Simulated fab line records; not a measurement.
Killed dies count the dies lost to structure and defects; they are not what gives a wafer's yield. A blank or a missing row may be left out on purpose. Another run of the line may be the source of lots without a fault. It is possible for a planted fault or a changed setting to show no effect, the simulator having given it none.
Chamber matching / flow nand_harc / 4 sister chambers for NHARC_A_CHANNEL_FILL_D2_ETCHBACK_20 on rie_diel-01
The step etches the open film in C4F8/O2/Ar, target depth 27 nm, time 13.5 s. 4 wafers are shown with their chamber, then 10 later ones without.

WAFERS WITH THEIR CHAMBER
wafer=L091.1; chamber=3; rf_vpp_V (V)=977
wafer=L091.6; chamber=0; rf_vpp_V (V)=985
wafer=L089.2; chamber=1; rf_vpp_V (V)=972
wafer=L089.3; chamber=2; rf_vpp_V (V)=974

WAFERS WITH NO CHAMBER GIVEN
wafer=L089.5; rf_vpp_V (V)=985
wafer=L092.1; rf_vpp_V (V)=975
wafer=L092.5; rf_vpp_V (V)=975
wafer=L092.6; rf_vpp_V (V)=976
wafer=L094.2; rf_vpp_V (V)=975
wafer=L094.4; rf_vpp_V (V)=971
wafer=L094.5; rf_vpp_V (V)=977
wafer=L097.1; rf_vpp_V (V)=977
wafer=L097.2; rf_vpp_V (V)=975
wafer=L097.6; rf_vpp_V (V)=976

WHICH CHAMBER EACH ONE RAN IN
wafer=L089.5; from the rows above=0; in truth=0
wafer=L092.1; from the rows above=can't be placed: 2 or 3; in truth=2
wafer=L092.5; from the rows above=can't be placed: 2 or 3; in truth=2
wafer=L092.6; from the rows above=can't be placed: 3 or 2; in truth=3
wafer=L094.2; from the rows above=can't be placed: 2 or 3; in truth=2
wafer=L094.4; from the rows above=1; in truth=1
wafer=L094.5; from the rows above=3; in truth=3
wafer=L097.1; from the rows above=3; in truth=3
wafer=L097.2; from the rows above=can't be placed: 2 or 3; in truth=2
wafer=L097.6; from the rows above=can't be placed: 3 or 2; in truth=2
Placed correctly: 4 of 10. Not placeable from these rows: 6 (in 6, the candidates include the true chamber). Wrongly placed: 0.
How it was worked out, from the rows above alone: a wafer's distance from a chamber is the root of the sum, over the readings, of the square of ((its reading less the chamber's mean) divided by the reading's scatter). If the next closest chamber is less than 2 further off than the closest, the wafer can't be placed; otherwise it belongs to the closest. For every chamber, the mean is computed from those of its wafers that are shown. The scatter (one wafer shown for each chamber): square how far every hidden wafer sits from the nearest shown wafer, average those squares and take the square root.
